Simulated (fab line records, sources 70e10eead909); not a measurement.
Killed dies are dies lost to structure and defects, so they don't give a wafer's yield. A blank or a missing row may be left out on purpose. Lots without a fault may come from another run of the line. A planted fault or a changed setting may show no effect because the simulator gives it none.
A struck lot beside a sound one | flow nand_harc | 13 steps out of a route of 1302
Sound: wafers L396.3, L396.4, L396.5. Struck: wafers L387.3, L387.4, L387.6. The cause comes at the end.
At each step with rows: each side's tool, then ch and its chambers, then its first start. Under that, the readings that differ: sound wafers | struck wafers | difference of the means | sigmas: that difference in standard deviations of wafers without a fault.
alike: readings whose means differ by less than 2 such deviations, and words and numbers that are the same on both sides. not compared: withheld readings, readings that some wafer has no value for, bounds like >300 that may hide the same value, and numbers for which the record gives no deviation and whose values overlap.
The two part at a step that has a row with sigmas, a row that says differs or no value, or rows on one side only. Numbers that don't overlap but have no deviation are shown without sigmas and don't part them. A reading that every wafer of one side lacks parts them only if that side has two wafers or more.

NHARC_A_ZERO_WELL_DESCUM_12: chemistry O2, time 3 s.
  sound on rie_diel-10 ch 1,2, day 15 11:51; struck on rie_diel-10 ch 2,3, day 11 16:26
  alike: drypump_motor_current_A, oes_product_au, rf_vpp_V, showerhead_plenum_p_Torr, throttle_valve_pct
  not compared: rf_hours_counter_h
NHARC_A_ZERO_WELL_ETCH_19: etches the open film in N2/H2, target depth 80 nm, overetch 24 nm, time 87.88 s.
  sound on rie_diel-10 ch 1,2, day 15 11:56; struck on rie_diel-10 ch 0,2, day 11 16:31
  alike: drypump_motor_current_A, oes_product_au, rf_vpp_V, showerhead_plenum_p_Torr, throttle_valve_pct
  not compared: rf_hours_counter_h
NHARC_A_ZERO_WELL_ETCH_13: etches the open film in HBr/Cl2, target depth 120 nm, time 40.1 s.
  sound on rie_si-01 ch 1,2,3, day 15 12:04; struck on rie_si-03 ch 0,1,3, day 11 16:38
  alike: drypump_motor_current_A, hbr_flow_sccm, he_backside_leak_sccm, oes_product_au, throttle_valve_pct
  not compared: rf_hours_counter_h
then, 4 steps without rows for these wafers: NHARC_A_ZERO_WELL_STRIP_14 (strips in SPM, time 900 s); NHARC_A_ZERO_WELL_IMPLANT_15; NHARC_A_ZERO_WELL_PRECLEAN_22 (cleans in SC1, time 60 s); NHARC_A_ZERO_WELL_SRD_23.
NHARC_A_ZERO_WELL_RTA_16: time 10 s.
  sound on rtp_anneal-02 ch 0, day 15 13:01; struck on rtp_anneal-01 ch 0, day 11 17:35
  reading            | sound          | struck         | difference | sigmas
  lamp_power_pct (%) | 33.5 33.6 33.5 | 32.0 31.9 32.0 | -1.6       | -2
  alike: wafer_temp_C_max
NHARC_A_ZERO_WELL_INSPECT_17:
  sound on defect_inspect-02, day 15 13:10; struck on defect_inspect-01, day 11 17:44
  alike: raw_defect_count
then, 2 steps without rows for these wafers: NHARC_A_SOURCE_PLATE_PRECLEAN_00 (cleans in HF-LAST, time 60 s); NHARC_A_SOURCE_PLATE_SRD_01.
NHARC_A_SOURCE_PLATE_OXIDE_02: material SiO2, target thk 10 nm, ox time 1362 s.
  sound on furnace-07 ch 0, day 15 17:29; struck on furnace-07, day 11 21:37
  no value came back on the struck wafers for ox_temp_c (C), ox_time_s (s), tube_center_temp_C (C); on the sound wafers ox_temp_c (C) reads 900.0 899.4 900.5
then, 1 step without rows for these wafers: NHARC_A_SOURCE_PLATE_PVD_04 (deposits WSi2, target thk 50 nm).

WHERE THEY PART
First at NHARC_A_ZERO_WELL_RTA_16; last, within this record, at NHARC_A_SOURCE_PLATE_OXIDE_02.

WHY: what the simulator had put in
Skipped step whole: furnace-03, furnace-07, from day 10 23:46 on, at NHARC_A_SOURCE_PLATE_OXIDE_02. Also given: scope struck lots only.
